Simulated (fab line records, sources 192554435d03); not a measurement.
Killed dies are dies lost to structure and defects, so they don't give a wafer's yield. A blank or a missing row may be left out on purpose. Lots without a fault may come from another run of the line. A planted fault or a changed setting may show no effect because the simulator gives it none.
fab line records | flow n5_finfet
record lots=24 wafers=72 last_day=18
route steps=1938 shown MOL_CONTACT_COAG@559 BEOL_M0_SAQP@666 BEOL_M0_CUTY@712
lots that met no fault: from a run of the same line without faults
start_h: hours from the record's first day to the start of the lot's first wafer shown | wait_h: hours since the lot's step before | " the same as in the row above | L1.1+2: a row that stands for several wafers | - no value, or no start given | * or withheld: withheld | < > ~ a bound
route shown NAME@n: a module of which the file shows steps, and the number in the route of the first | usual: mean/standard deviation of fault-free wafers | same: alike in all rows | chamber/n: place in a boat | sites: the reading at each site | _std_site: their standard deviation | _edge_site: outer sites' mean less inner sites' | radius_mm: how far each site lies from the wafer's centre | mask NAME#n: copy n | behind: the tool/chamber that last shaped the wafer | hold: why the lot was held/for how many hours/how that ended | device: the transistor (n, p or np) that didn't switch | end of line: the same wafers' tests at the end of the route | a step without rows: its recipe alone | killed: dies lost to structure and defects at the first sort, not the wafer's yield | map: a wafer's dies, x killed, . not, _ none there
set.NAME: the setting as run; set.NAME@STEP: as run at that earlier step | model.NAME: the simulator's own value behind a step, which no gauge read
steps of the route over a sample of lots; a table a step, a row a wafer
services: from which hour (start_h, from the record's first day; less than 0 if before it) a tool's chamber was out of use, for how many hours, and why
## steps
# step N5_MOL_CONTACT_COAG_ALD_27
# recipe material=SiOC target_thk_a=170 temp_c=400 ald_precursor_family=carbosiloxane ald_co_reactant=H2-plasma pulse_time_s=1.5 time_s=2720 purge_time_s=2 co_reactant_purge_time_s=2 ald_cycles=340 pressure_torr=2
# usual chamber_pressure_Torr=2.000/0.0045 heater_power_outer_w=508/49 heater_power_w=819/78 precursor_pulse_height_rel=0.997/0.021
# columns lot.wafer tool chamber start_h wait_h chamber_pressure_Torr heater_power_outer_w heater_power_w precursor_pulse_height_rel
L074.1 ald_sin-02 0 97.12 0.2 2.006 518 769 1.004
L074.2 " 3 " " 2.004 448 756 1.013
L074.3 " 2 " " 1.995 545 919 1.008
L075.1 ald_sin-03 2 104.57 0.0 2.000 517 841 1.040
L075.4 " 0 " " 1.997 493 765 1.013
L075.6 " 1 " " 1.993 486 791 1.017
L076.3 ald_sin-02 1 105.36 0.2 2.004 534 792 0.994
L076.4 " 3 " " 2.007 453 755 1.003
L076.5 " 2 " " 1.994 552 926 0.980
L077.4 ald_sin-02 2 115.23 0.2 2.002 557 928 0.997
L077.5 " 1 " " 2.004 535 772 1.013
L077.6 " 2 " " 2.005 556 889 1.034
L078.2 ald_sin-03 3 123.62 0.0 2.001 466 737 0.990
L078.4 " 0 " " 2.003 490 788 1.027
L078.5 " 0 " " 1.996 496 761 0.999
L079.1 ald_sin-04 3 125.43 1.6 2.001 558 951 0.979
L079.2 " 0 " " 2.009 439 722 0.984
L079.3 " 2 " " 2.006 557 870 0.997
L080.2 ald_sin-03 0 140.11 0.0 2.006 494 772 0.974
L080.4 " 2 " " 2.003 523 860 1.015
L080.5 " 3 " " 2.001 462 768 1.010
L081.2 ald_sin-02 3 140.32 0.0 2.004 451 752 0.985
L081.3 " 2 " " 1.995 569 912 0.972
L081.5 " 3 " " 1.997 452 756 1.012
L082.1 ald_sin-02 2 145.03 0.0 2.001 562 895 0.989
L082.4 " 3 " " 2.002 443 739 1.007
L082.6 " 0 " " 2.009 505 806 0.998
L083.1 ald_sin-04 1 150.26 0.0 2.008 473 772 0.967
L083.3 " 0 " " 2.000 455 724 0.967
L083.4 " 3 " " 2.006 588 950 0.991
L084.1 ald_sin-04 2 155.13 0.3 1.995 581 877 0.973
L084.4 " 3 " " 2.009 594 948 0.986
L084.6 " 2 " " 2.001 555 891 1.012
L085.1 ald_sin-04 3 163.34 0.0 2.005 570 947 0.996
L085.2 " 0 " " 1.998 458 709 1.024
L085.3 " 1 " " 2.001 475 811 1.026
L086.3 ald_sin-02 0 172.45 1.6 1.993 510 794 0.972
L086.4 " 3 " " 2.000 443 745 0.991
L086.6 " 3 " " 1.999 444 759 0.989
L087.2 ald_sin-02 0 178.24 1.1 2.002 503 811 1.010
L087.3 " 2 " " 2.003 560 935 0.984
L087.4 " 3 " " 1.997 445 739 1.006
L088.3 ald_sin-02 2 184.86 0.0 1.994 549 914 0.998
L088.4 " 1 " " 1.996 534 778 0.969
L088.5 " 2 " " 1.997 557 931 1.002
L089.2 ald_sin-04 1 188.36 0.9 2.000 471 825 0.998
L089.4 " 0 " " 2.002 449 710 1.012
L089.5 " 3 " " 2.005 587 947 0.972
L090.1 ald_sin-02 2 194.56 0.3 2.001 550 925 1.004
L090.2 " 3 " " 1.997 456 763 0.968
L090.3 " 1 " " 2.002 527 775 1.016
L091.1 ald_sin-04 1 204.36 0.8 2.003 467 801 1.015
L091.5 " 0 " " 1.994 442 751 0.992
L091.6 " 3 " " 2.004 589 964 1.001
L092.1 ald_sin-02 1 204.75 0.0 2.003 521 767 1.000
L092.3 " 3 " " 1.997 460 756 0.997
L092.4 " 2 " " 1.997 574 964 0.990
L093.2 ald_sin-02 3 213.27 0.8 2.010 462 760 1.006
L093.4 " 0 " " 1.998 505 793 0.989
L093.6 " 0 " " 1.997 520 800 1.009
L094.2 ald_sin-04 0 217.23 1.1 1.998 450 723 1.036
L094.3 " 2 " " 1.999 568 890 1.003
L094.5 " 0 " " 2.002 447 713 0.979
L095.1 ald_sin-04 0 221.88 0.5 2.001 447 708 1.009
L095.4 " 1 " " 2.002 471 773 0.979
L095.6 " 1 " " 2.004 485 796 1.019
L096.1 ald_sin-02 3 235.88 0.4 2.008 445 736 0.963
L096.4 " 3 " " 1.993 446 748 1.008
L096.6 " 0 " " 1.997 498 801 0.942
L097.2 ald_sin-04 2 240.82 0.1 2.006 575 887 0.979
L097.5 " 3 " " 1.998 598 979 1.035
L097.6 " 0 " " 1.993 449 726 1.011
# step N5_MOL_CONTACT_COAG_CD_MEAS_137
# recipe target_cd_nm=16
# usual cd_nm=15.8/0.47
# columns lot.wafer tool chamber start_h wait_h cd_nm
L074.1 cd_sem-02 - 101.33 0.0 15.6
L074.2 " - " " 15.6
L074.3 " - " " 15.9
L075.1 cd_sem-01 - 109.25 0.0 16.5
L075.4 " - " " 15.9
L075.6 " - " " 15.6
L076.3 cd_sem-03 - 110.30 0.0 16.1
L076.4 " - " " 15.8
L076.5 " - " " 15.4
L077.4 cd_sem-01 - 118.91 0.0 16.3
L077.5 " - " " 15.9
L077.6 " - " " 16.0
L078.2 cd_sem-01 - 129.99 0.0 16.6
L078.4 " - " " 16.4
L078.5 " - " " 16.2
L079.1 cd_sem-03 - 130.18 0.0 16.1
L079.2 " - " " 15.9
L079.3 " - " " 15.7
L080.2 cd_sem-01 - 144.52 0.0 15.0
L080.4 " - " " 15.5
L080.5 " - " " 15.7
L081.2 cd_sem-03 - 144.87 0.0 16.1
L081.3 " - " " 16.1
L081.5 " - " " 15.3
L082.1 cd_sem-01 - 148.70 0.0 16.1
L082.4 " - " " 16.5
L082.6 " - " " 15.9
L083.1 cd_sem-01 - 154.57 0.0 15.6
L083.3 " - " " 15.8
L083.4 " - " " 16.1
L084.1 cd_sem-01 - 159.69 0.0 15.8
L084.4 " - " " 15.6
L084.6 " - " " 15.7
L085.1 cd_sem-02 - 168.41 0.0 16.5
L085.2 " - " " 15.9
L085.3 " - " " 16.1
L086.3 cd_sem-03 - 177.33 0.0 16.3
L086.4 " - " " 15.3
L086.6 " - " " 15.8
L087.2 cd_sem-01 - 182.78 0.0 15.7
L087.3 " - " " 16.2
L087.4 " - " " 16.1
L088.3 cd_sem-03 - 190.57 0.0 15.0
L088.4 " - " " 15.5
L088.5 " - " " 14.9
L089.2 cd_sem-03 - 193.14 0.0 15.6
L089.4 " - " " 15.8
L089.5 " - " " 15.4
L090.1 cd_sem-03 - 198.92 0.0 15.3
L090.2 " - " " 15.8
L090.3 " - " " 15.5
L091.1 cd_sem-03 - 210.12 0.0 15.9
L091.5 " - " " 15.1
L091.6 " - " " 15.1
L092.1 cd_sem-01 - 211.60 0.0 15.5
L092.3 " - " " 16.0
L092.4 " - " " 16.2
L093.2 cd_sem-03 - 218.58 0.0 15.9
L093.4 " - " " 15.7
L093.6 " - " " 16.3
L094.2 cd_sem-02 - 221.02 0.0 16.3
L094.3 " - " " 15.4
L094.5 " - " " 15.7
L095.1 cd_sem-01 - 225.58 0.0 16.4
L095.4 " - " " 15.9
L095.6 " - " " 17.2
L096.1 cd_sem-01 - 240.06 0.0 16.1
L096.4 " - " " 15.9
L096.6 " - " " 16.1
L097.2 cd_sem-01 - 245.41 0.0 15.6
L097.5 " - " " 15.0
L097.6 " - " " 15.7
# step N5_MOL_CONTACT_COAG_STRIP_49
# recipe chemistry=N2/H2 time_s=30 power_w=1000 temp_c=250 pressure_mtorr=withheld n2_flow_sccm=1750 h2_flow_sccm=3250
# usual drypump_motor_current_A=5.7/0.32 heater_power_w=354/11 temp_c=250.00/0.2
# columns lot.wafer tool chamber start_h wait_h drypump_motor_current_A heater_power_w rf_hours_counter_h temp_c
L074.1 plasma_asher-01 0 102.71 - 5.3 372 82 250.09
L074.2 " 1 " " 5.5 361 82 249.97
L074.3 " 1 " " 5.5 362 - 250.10
L075.1 plasma_asher-02 0 110.68 - 5.7 339 45 250.03
L075.4 " 0 " " 5.8 340 - 250.15
L075.6 " 1 " " 6.1 363 - 250.00
L076.3 plasma_asher-01 0 111.64 - 5.3 373 - 249.79
L076.4 " 1 " " 5.5 359 - 250.00
L076.5 " 0 " " 5.3 363 - 249.78
L077.4 plasma_asher-02 0 120.45 - 5.7 344 - 249.67
L077.5 " 1 " " 6.1 361 - 249.72
L077.6 " 0 " " 5.7 334 - 250.09
L078.2 plasma_asher-01 1 131.84 - 5.5 359 87 250.06
L078.4 " 1 " " 5.4 354 - 250.15
L078.5 " 1 " " 5.5 359 - 250.12
L079.1 plasma_asher-02 0 132.05 - 5.7 340 49 249.87
L079.2 " 1 " " 6.1 347 49 250.20
L079.3 " 1 " " 6.1 360 - 250.11
L080.2 plasma_asher-02 1 145.75 - 6.1 345 52 249.96
L080.4 " 1 " " 6.1 350 - 249.85
L080.5 " 0 " " 5.7 341 - 249.99
L081.2 plasma_asher-02 0 146.45 - 5.7 339 52 250.20
L081.3 " 0 " " 5.7 334 - 249.84
L081.5 " 0 " " 5.7 341 - 249.89
L082.1 plasma_asher-02 1 150.60 - 6.1 357 53 250.05
L082.4 " 0 " " 5.7 338 - 249.98
L082.6 " 1 " " 6.1 353 - 250.11
L083.1 plasma_asher-01 1 157.24 - 5.5 362 93 250.04
L083.3 " 1 " " 5.5 354 - 250.10
L083.4 " 0 " " 5.3 361 - 250.09
L084.1 plasma_asher-02 1 161.18 - 6.2 365 55 250.35
L084.4 " 1 " " 6.2 348 - 250.24
L084.6 " 1 " " 6.2 358 - 249.93
L085.1 plasma_asher-01 1 169.99 - 5.5 359 95 250.04
L085.2 " 0 " " 5.3 358 95 249.72
L085.3 " 1 " " 5.5 358 - 249.73
L086.3 plasma_asher-02 0 178.65 - 5.7 343 - 250.04
L086.4 " 1 " " 6.1 350 - 250.52
L086.6 " 0 " " 5.7 344 - 249.86
L087.2 plasma_asher-02 0 183.89 - 5.7 343 59 249.84
L087.3 " 1 " " 6.1 361 - 249.83
L087.4 " 0 " " 5.7 340 - 249.64
L088.3 plasma_asher-02 0 192.41 - 5.8 346 - 249.97
L088.4 " 1 " " 6.2 356 - 249.87
L088.5 " 0 " " 5.7 339 - 249.90
L089.2 plasma_asher-01 1 194.32 - 5.4 357 100 249.53
L089.4 " 0 " " 5.3 360 - 250.27
L089.5 " 1 " " 5.5 357 - 250.26
L090.1 plasma_asher-01 0 200.04 - 5.3 364 102 250.16
L090.2 " 1 " " 5.5 354 102 249.93
L090.3 " 0 " " 5.3 363 - 250.29
L091.1 plasma_asher-01 0 211.61 - 5.3 368 104 249.82
L091.5 " 0 " " 5.3 371 - 250.07
L091.6 " 1 " " 5.5 350 - 249.85
L092.1 plasma_asher-01 1 213.49 - 5.5 354 104 249.80
L092.3 " 1 " " 5.5 363 - 250.00
L092.4 " 0 " " 5.3 373 - 250.17
L093.2 plasma_asher-02 0 219.83 - 5.7 337 65 249.74
L093.4 " 1 " " 6.1 353 - 249.97
L093.6 " 0 " " 5.7 336 - 249.99
L094.2 plasma_asher-01 0 222.26 - 5.3 365 106 249.74
L094.3 " 1 " " 5.5 366 - 249.95
L094.5 " 1 " " 5.5 359 - 249.78
L095.1 plasma_asher-02 1 227.04 - 6.1 357 67 249.89
L095.4 " 0 " " 5.7 327 - 249.76
L095.6 " 1 " " 6.1 358 - 249.82
L096.1 plasma_asher-01 1 241.30 - 5.5 361 111 250.13
L096.4 " 1 " " 5.5 364 - 250.28
L096.6 " 0 " " 5.3 360 - 250.25
L097.2 plasma_asher-01 1 246.97 - 5.5 361 114 250.41
L097.5 " 1 " " 5.5 365 - 250.24
L097.6 " 0 " " 5.3 376 - 250.04
# step N5_MOL_CONTACT_COAG_INSPECT_97
# recipe inspect_instrument=darkfield mode=post_anneal
# usual raw_defect_count=45/19
# columns lot.wafer tool chamber start_h wait_h raw_defect_count
L074.1 defect_inspect-02 - 106.67 0.0 32
L074.2 " - " " 54
L074.3 " - " " 47
L075.1 defect_inspect-01 - 114.64 0.0 82
L075.4 " - " " 41
L075.6 " - " " 65
L076.3 defect_inspect-01 - 117.66 0.1 32
L076.4 " - " " 44
L076.5 " - " " 60
L077.4 defect_inspect-02 - 124.46 0.1 52
L077.5 " - " " 31
L077.6 " - " " 50
L078.2 defect_inspect-01 - 135.81 0.1 25
L078.4 " - " " 23
L078.5 " - " " 18
L079.1 defect_inspect-01 - 138.78 0.0 35
L079.2 " - " " 30
L079.3 " - " " 56
L080.2 defect_inspect-01 - 149.72 0.0 54
L080.4 " - " " 45
L080.5 " - " " 50
L081.2 defect_inspect-01 - 152.74 0.1 60
L081.3 " - " " 60
L081.5 " - " " 52
L082.1 defect_inspect-01 - 155.70 0.0 47
L082.4 " - " " 89
L082.6 " - " " 114
L083.1 defect_inspect-02 - 161.21 0.0 41
L083.3 " - " " 26
L083.4 " - " " 22
L084.1 defect_inspect-01 - 165.14 0.0 39
L084.4 " - " " 37
L084.6 " - " " 38
L085.1 defect_inspect-02 - 173.93 0.0 42
L085.2 " - " " 38
L085.3 " - " " 19
L086.3 defect_inspect-02 - 182.62 0.1 24
L086.4 " - " " 22
L086.6 " - " " 54
L087.2 defect_inspect-02 - 187.88 0.1 24
L087.3 " - " " 24
L087.4 " - " " 24
L088.3 defect_inspect-02 - 196.37 0.1 106
L088.4 " - " " 41
L088.5 " - " " 37
L089.2 defect_inspect-01 - 199.35 0.0 43
L089.4 " - " " 48
L089.5 " - " " 44
L090.1 defect_inspect-01 - 204.07 0.0 59
L090.2 " - " " 30
L090.3 " - " " 46
L091.1 defect_inspect-01 - 215.57 0.0 47
L091.5 " - " " 69
L091.6 " - " " 40
L092.1 defect_inspect-02 - 218.56 0.0 48
L092.3 " - " " 34
L092.4 " - " " 50
L093.2 defect_inspect-01 - 223.95 0.0 21
L093.4 " - " " 42
L093.6 " - " " 30
L094.2 defect_inspect-02 - 226.96 0.1 37
L094.3 " - " " 37
L094.5 " - " " 51
L095.1 defect_inspect-01 - 230.98 0.0 31
L095.4 " - " " 42
L095.6 " - " " 41
L096.1 defect_inspect-02 - 245.24 0.0 41
L096.4 " - " " 37
L096.6 " - " " 77
L097.2 defect_inspect-02 - 250.93 0.0 34
L097.5 " - " " 39
L097.6 " - " " 36
# step N5_BEOL_M0_SAQP_CD_MEAS_25
# recipe target_cd_nm=13.1 landing_energy_ev=1000 detector=se_inlens
# usual cd_nm=12.79/0.27
# columns lot.wafer tool chamber start_h wait_h cd_nm
L074.1 cd_sem-02 0 110.36 0.1 12.60
L074.2 " 0 " " 12.33
L074.3 " 0 " " 12.46
L075.1 cd_sem-03 0 117.65 0.1 12.75
L075.4 " 0 " " 13.27
L075.6 " 0 " " 12.62
L076.3 cd_sem-03 0 122.37 0.1 12.88
L076.4 " 0 " " 12.95
L076.5 " 0 " " 13.11
L077.4 cd_sem-02 0 128.90 0.1 12.63
L077.5 " 0 " " 12.94
L077.6 " 0 " " 13.06
L078.2 cd_sem-03 0 139.35 0.1 13.08
L078.4 " 0 " " 12.61
L078.5 " 0 " " 12.71
L079.1 cd_sem-01 0 142.51 0.1 12.45
L079.2 " 0 " " 12.86
L079.3 " 0 " " 12.78
L080.2 cd_sem-01 0 154.61 0.1 12.50
L080.4 " 0 " " 12.88
L080.5 " 0 " " 12.87
L081.2 cd_sem-03 0 156.44 0.1 12.69
L081.3 " 0 " " 12.93
L081.5 " 0 " " 12.99
L082.1 cd_sem-03 0 161.41 0.1 13.07
L082.4 " 0 " " 12.77
L082.6 " 0 " " 13.15
L083.1 cd_sem-03 0 166.31 0.1 12.68
L083.3 " 0 " " 13.18
L083.4 " 0 " " 12.75
L084.1 cd_sem-01 0 173.08 0.1 12.67
L084.4 " 0 " " 12.65
L084.6 " 0 " " 12.71
L085.1 cd_sem-01 0 178.27 0.1 12.82
L085.2 " 0 " " 12.43
L085.3 " 0 " " 12.95
L086.3 cd_sem-02 0 187.77 0.1 13.14
L086.4 " 0 " " 12.46
L086.6 " 0 " " 12.31
L087.2 cd_sem-01 0 193.37 0.1 12.86
L087.3 " 0 " " 12.44
L087.4 " 0 " " 13.07
L088.3 cd_sem-01 0 199.58 0.1 12.46
L088.4 " 0 " " 12.82
L088.5 " 0 " " 12.98
L089.2 cd_sem-03 0 202.90 0.1 12.86
L089.4 " 0 " " 12.66
L089.5 " 0 " " 12.95
L090.1 cd_sem-03 0 210.82 0.1 13.12
L090.2 " 0 " " 12.92
L090.3 " 0 " " 12.82
L091.1 cd_sem-01 0 219.14 0.1 12.95
L091.5 " 0 " " 13.29
L091.6 " 0 " " 12.62
L092.1 cd_sem-03 0 223.22 0.1 12.91
L092.3 " 0 " " 12.10
L092.4 " 0 " " 12.51
L093.2 cd_sem-02 0 229.77 0.1 12.15
L093.4 " 0 " " 13.16
L093.6 " 0 " " 12.27
L094.2 cd_sem-03 0 232.22 0.1 12.41
L094.3 " 0 " " 12.51
L094.5 " 0 " " 12.51
L095.1 cd_sem-01 0 233.73 0.1 12.83
L095.4 " 0 " " 12.96
L095.6 " 0 " " 12.29
L096.1 cd_sem-01 0 248.93 0.1 12.87
L096.4 " 0 " " 12.87
L096.6 " 0 " " 12.33
L097.2 cd_sem-02 0 255.47 0.1 12.94
L097.5 " 0 " " 12.76
L097.6 " 0 " " 12.86
# step N5_BEOL_M0_CUTY_ETCH_62
# recipe chemistry=CF4 target=SiARC mask_material=CAR-ArF-block time_s=58.5 ion_energy_ev=80 pressure_mtorr=40 source_w=545 bias_w=36 Ar_flow_sccm=100 cf4_flow_sccm=100 ends=cleared
# usual bias_w=35.98/0.11 drypump_motor_current_A=5.4/0.42 etch_rf_on_time_s=59.0/2.6 oes_product_au=0.69/0.056 rf_vpp_V=184.5/1.1 showerhead_plenum_p_Torr=2.18/0.066 throttle_valve_pct=15.58/0.23
# columns lot.wafer tool chamber start_h wait_h bias_w drypump_motor_current_A etch_rf_on_time_s oes_product_au rf_hours_counter_h rf_vpp_V showerhead_plenum_p_Torr throttle_valve_pct
L074.1 rie_diel-02 2 115.03 0.0 35.98 6.3 60.2 0.72 36 187.0 2.27 15.46
L074.2 " 1 " " 35.92 5.0 62.8 0.68 79 182.9 2.26 15.50
L074.3 " 3 " " 36.00 5.2 54.8 0.69 112 184.3 2.16 15.67
L075.1 rie_diel-01 3 121.31 0.0 35.77 5.7 60.2 0.68 95 182.1 2.18 15.93
L075.4 " 1 " " 35.96 5.7 59.7 0.79 6 186.4 2.28 15.72
L075.6 " 3 " " 35.91 5.7 60.1 0.67 - 184.1 2.18 15.93
L076.3 rie_diel-05 0 128.81 0.0 36.03 5.4 53.9 0.81 32 183.1 2.10 15.56
L076.4 " 1 " " 35.98 5.6 58.5 0.67 115 185.7 2.23 15.19
L076.5 " 3 " " 35.91 5.1 59.0 0.74 - 185.6 2.17 15.63
L077.4 rie_diel-02 2 132.52 0.0 35.83 6.3 60.6 0.72 42 184.4 2.26 15.48
L077.5 " 3 " " 35.84 5.2 54.3 0.69 - 184.9 2.16 15.71
L077.6 " 2 " " 35.80 6.3 60.4 0.72 - 185.1 2.26 15.49
L078.2 rie_diel-02 1 143.71 0.0 35.94 5.0 62.4 0.67 90 185.9 2.26 15.53
L078.4 " 1 " " 36.04 5.0 62.7 0.67 - 185.3 2.26 15.55
L078.5 " 3 " " 35.92 5.2 54.3 0.67 - 182.9 2.16 15.71
L079.1 rie_diel-01 2 146.79 0.0 35.98 5.2 63.4 0.67 73 183.4 2.16 15.21
L079.2 " 0 " " 35.66 6.0 59.2 0.60 231 183.3 2.01 15.79
L079.3 " 1 " " 36.01 5.7 59.6 0.78 14 185.2 2.27 15.72
L080.2 rie_diel-05 3 160.07 0.0 35.97 5.1 57.9 0.73 72 184.8 2.17 15.65
L080.4 " 1 " " 36.00 5.6 58.5 0.66 - 186.1 2.23 15.21
L080.5 " 0 " " 35.95 5.4 54.2 0.79 - 181.9 2.09 15.61
L081.2 rie_diel-05 1 161.30 0.0 36.01 5.6 58.1 0.66 127 185.1 2.23 15.22
L081.3 " 0 " " 36.13 5.4 54.1 0.78 44 182.1 2.09 15.60
L081.5 " 1 " " 36.06 5.6 58.4 0.66 - 185.1 2.23 15.22
L082.1 rie_diel-05 0 165.90 0.0 36.16 5.4 54.3 0.79 47 183.3 2.09 15.62
L082.4 " 2 " " 35.98 5.1 61.2 0.58 243 184.9 2.18 15.63
L082.6 " 2 " " 36.04 5.1 61.1 0.58 - 184.2 2.18 15.64
L083.1 rie_diel-01 3 171.74 0.0 35.82 5.7 59.3 0.66 114 183.0 2.17 15.99
L083.3 " 1 " " 36.00 5.7 59.4 0.75 24 186.1 2.27 15.74
L083.4 " 0 " " 36.04 6.1 58.9 0.59 242 183.0 2.00 15.81
L084.1 rie_diel-01 1 177.18 0.0 36.23 5.7 59.0 0.75 26 186.0 2.27 15.75
L084.4 " 3 " " 35.84 5.7 60.1 0.65 116 185.4 2.17 15.99
L084.6 " 1 " " 36.21 5.7 59.6 0.75 - 186.0 2.27 15.75
L085.1 rie_diel-05 1 182.94 0.0 36.00 5.6 58.8 0.65 136 183.9 2.23 15.22
L085.2 " 0 " " 35.86 5.4 55.3 0.77 53 182.9 2.09 15.63
L085.3 " 3 " " 36.21 5.1 58.1 0.72 81 183.9 2.17 15.68
L086.3 rie_diel-02 0 193.27 0.0 35.90 4.8 57.7 0.66 155 184.3 2.13 15.51
L086.4 " 1 " " 35.89 5.0 62.7 0.66 103 185.7 2.25 15.57
L086.6 " 3 " " 35.96 5.2 55.1 0.66 - 184.6 2.15 15.73
L087.2 rie_diel-01 1 198.59 0.0 35.94 5.7 59.3 0.74 34 186.0 2.27 15.76
L087.3 " 3 " " 36.07 5.7 59.9 0.65 125 184.1 2.17 16.00
L087.4 " 3 " " 36.00 5.7 60.3 0.65 - 183.8 2.17 16.01
L088.3 rie_diel-05 0 203.67 0.0 35.80 5.4 54.7 0.76 62 183.9 2.09 15.63
L088.4 " 0 " " 36.02 5.4 55.1 0.77 - 183.6 2.09 15.63
L088.5 " 1 " " 35.94 5.6 58.0 0.65 - 185.2 2.22 15.24
L089.2 rie_diel-01 1 207.31 0.0 35.96 5.7 59.2 0.73 38 186.2 2.27 15.78
L089.4 " 2 " " 36.00 5.2 63.0 0.65 - 184.9 2.15 15.24
L089.5 " 3 " " 35.95 5.7 60.1 0.64 - 184.4 2.17 15.99
L090.1 rie_diel-02 0 215.37 0.0 36.01 4.9 58.3 0.65 161 185.5 2.13 15.51
L090.2 " 2 " " 35.97 6.3 59.6 0.71 65 185.1 2.26 15.53
L090.3 " 3 " " 35.89 5.2 54.7 0.67 140 185.2 2.15 15.75
L091.1 rie_diel-01 0 223.13 0.0 35.95 6.0 56.8 0.85 3 185.6 2.25 15.29
L091.5 " 1 " " 35.94 5.7 59.9 0.72 - 184.3 2.26 15.79
L091.6 " 2 " " 36.04 5.2 63.0 0.64 - 184.9 2.15 15.26
L092.1 rie_diel-01 2 227.19 0.0 35.87 5.2 62.3 0.65 104 184.9 2.15 15.27
L092.3 " 3 " " 36.00 5.7 60.5 0.64 137 183.2 2.16 16.02
L092.4 " 1 " " 36.06 5.7 60.7 0.71 46 185.6 2.26 15.78
L093.2 rie_diel-02 2 234.84 0.0 36.02 6.3 59.9 0.70 71 185.0 2.25 15.54
L093.4 " 1 " " 36.02 5.0 63.3 0.65 115 185.5 2.25 15.59
L093.6 " 1 " " 35.94 5.0 63.1 0.65 - 184.8 2.25 15.59
L094.2 rie_diel-02 2 237.73 0.0 36.12 6.3 59.9 0.69 71 186.5 2.25 15.53
L094.3 " 3 " " 36.09 5.2 56.0 0.65 148 182.7 2.15 15.75
L094.5 " 0 " " 35.99 4.9 58.6 0.64 - 185.1 2.13 15.53
L095.1 rie_diel-02 1 238.73 0.0 35.98 5.0 63.2 0.65 116 185.4 2.25 15.59
L095.4 " 3 " " 36.10 5.2 55.9 0.64 149 183.1 2.15 15.74
L095.6 " 3 " " 36.07 5.2 56.0 0.65 - 184.2 2.15 15.76
L096.1 rie_diel-05 0 253.98 0.0 35.87 5.4 55.1 0.74 82 182.8 2.08 15.67
L096.4 " 1 " " 35.99 5.6 57.9 0.64 165 186.0 2.22 15.28
L096.6 " 2 " " 36.20 5.2 59.4 0.79 - 184.6 2.18 15.16
L097.2 rie_diel-05 2 259.35 0.0 35.92 5.2 59.2 0.79 15 184.8 2.18 15.17
L097.5 " 3 " " 36.02 5.1 58.6 0.69 - 184.0 2.15 15.73
L097.6 " 0 " " 35.95 5.4 54.6 0.74 - 185.3 2.08 15.69
## services
# columns tool chamber start_h hours kind
rie_diel-01 1 76.89 - clean
rie_diel-01 1 76.89 - consumable_replace:focus_ring
rie_diel-01 1 76.89 - consumable_replace:showerhead
rie_diel-01 1 76.89 15.8 scheduled_down
ald_sin-02 1 84.49 15.9 repair
rie_diel-05 - 112.03 4.3 pm
ald_sin-02 3 117.54 10.8 repair
ald_sin-03 - 122.29 0.3 repair
rie_diel-02 2 136.70 8.8 repair
ald_sin-03 1 139.92 3.4 repair
ald_sin-02 1 144.57 6.7 repair
rie_diel-02 - 154.74 14.6 pm
rie_diel-05 2 159.38 5.2 repair
rie_diel-02 1 170.92 3.2 repair
ald_sin-03 2 185.94 4.3 repair
rie_diel-02 - 201.05 2.8 pm
ald_sin-04 - 214.41 2.8 pm
ald_sin-04 2 229.00 3.1 repair
ald_sin-04 0 229.66 8.0 repair
ald_sin-02 2 231.91 6.0 repair
ald_sin-03 - 233.89 0.5 repair
plasma_asher-02 - 234.31 14.6 pm
ald_sin-03 - 242.20 14.0 pm
ald_sin-03 - 256.20 6.0 pm
## key
fault none
